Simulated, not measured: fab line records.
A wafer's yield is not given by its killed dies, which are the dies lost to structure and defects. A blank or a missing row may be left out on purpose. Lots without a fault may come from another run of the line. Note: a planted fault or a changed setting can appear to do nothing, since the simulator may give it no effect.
Chamber matching || flow n5 finfet || rie diel-06 running N5_BEOL_M5_ETCH_75: 4 sister chambers
The step etches underlayer in N2/H2, target depth 6.5 nm, time 5.2 s. 8 wafers are shown with their chamber, then 9 later ones without.

== WAFERS WITH THEIR CHAMBER ==
{"wafer": "L075.1", "chamber": 3, "showerhead plenum p Torr (Torr)": 2.72, "drypump motor current A (A)": 5.4}
{"wafer": "L080.4", "chamber": 2, "showerhead plenum p Torr (Torr)": 2.62, "drypump motor current A (A)": 5.8}
{"wafer": "L080.5", "chamber": 3, "showerhead plenum p Torr (Torr)": 2.71, "drypump motor current A (A)": 5.4}
{"wafer": "L088.5", "chamber": 1, "showerhead plenum p Torr (Torr)": 2.40, "drypump motor current A (A)": 5.6}
{"wafer": "L088.6", "chamber": 0, "showerhead plenum p Torr (Torr)": 2.47, "drypump motor current A (A)": 5.7}
{"wafer": "L087.1", "chamber": 2, "showerhead plenum p Torr (Torr)": 2.62, "drypump motor current A (A)": 5.8}
{"wafer": "L087.2", "chamber": 1, "showerhead plenum p Torr (Torr)": 2.40, "drypump motor current A (A)": 5.7}
{"wafer": "L087.6", "chamber": 0, "showerhead plenum p Torr (Torr)": 2.47, "drypump motor current A (A)": 5.7}

== WAFERS WHOSE CHAMBER IS MISSING ==
{"wafer": "L090.2", "showerhead plenum p Torr (Torr)": 2.46, "drypump motor current A (A)": 5.7}
{"wafer": "L090.3", "showerhead plenum p Torr (Torr)": 2.39, "drypump motor current A (A)": 5.6}
{"wafer": "L090.6", "showerhead plenum p Torr (Torr)": 2.39, "drypump motor current A (A)": 5.7}
{"wafer": "L095.1", "showerhead plenum p Torr (Torr)": 2.61, "drypump motor current A (A)": 5.8}
{"wafer": "L095.3", "showerhead plenum p Torr (Torr)": 2.39, "drypump motor current A (A)": 5.7}
{"wafer": "L095.6", "showerhead plenum p Torr (Torr)": 2.61, "drypump motor current A (A)": 5.8}
{"wafer": "L096.1", "showerhead plenum p Torr (Torr)": 2.39, "drypump motor current A (A)": 5.6}
{"wafer": "L096.5", "showerhead plenum p Torr (Torr)": 2.39, "drypump motor current A (A)": 5.6}
{"wafer": "L096.6", "showerhead plenum p Torr (Torr)": 2.46, "drypump motor current A (A)": 5.7}

== CHAMBER TAKEN BY EACH ==
{"wafer": "L090.2", "from the rows above": 0, "in truth": 0}
{"wafer": "L090.3", "from the rows above": 1, "in truth": 1}
{"wafer": "L090.6", "from the rows above": 1, "in truth": 1}
{"wafer": "L095.1", "from the rows above": 2, "in truth": 2}
{"wafer": "L095.3", "from the rows above": 1, "in truth": 1}
{"wafer": "L095.6", "from the rows above": 2, "in truth": 2}
{"wafer": "L096.1", "from the rows above": 1, "in truth": 1}
{"wafer": "L096.5", "from the rows above": 1, "in truth": 1}
{"wafer": "L096.6", "from the rows above": 0, "in truth": 0}
Placed correctly: 9 of 9. Number that these rows cannot place: 0. Placed wrongly: 0.
How it was worked out, from the rows above alone: a wafer's distance from a chamber is the root of the sum, over the readings, of the square of ((its reading less the chamber's mean) divided by the reading's scatter). If the next closest chamber is less than 2 further off than the closest, the wafer can't be placed; otherwise it belongs to the closest. Each chamber's mean is taken over the wafers shown for it. The scatter: the root of (the sum of the squares of (reading less its chamber's mean) over the shown wafers, divided by (wafers less chambers)).
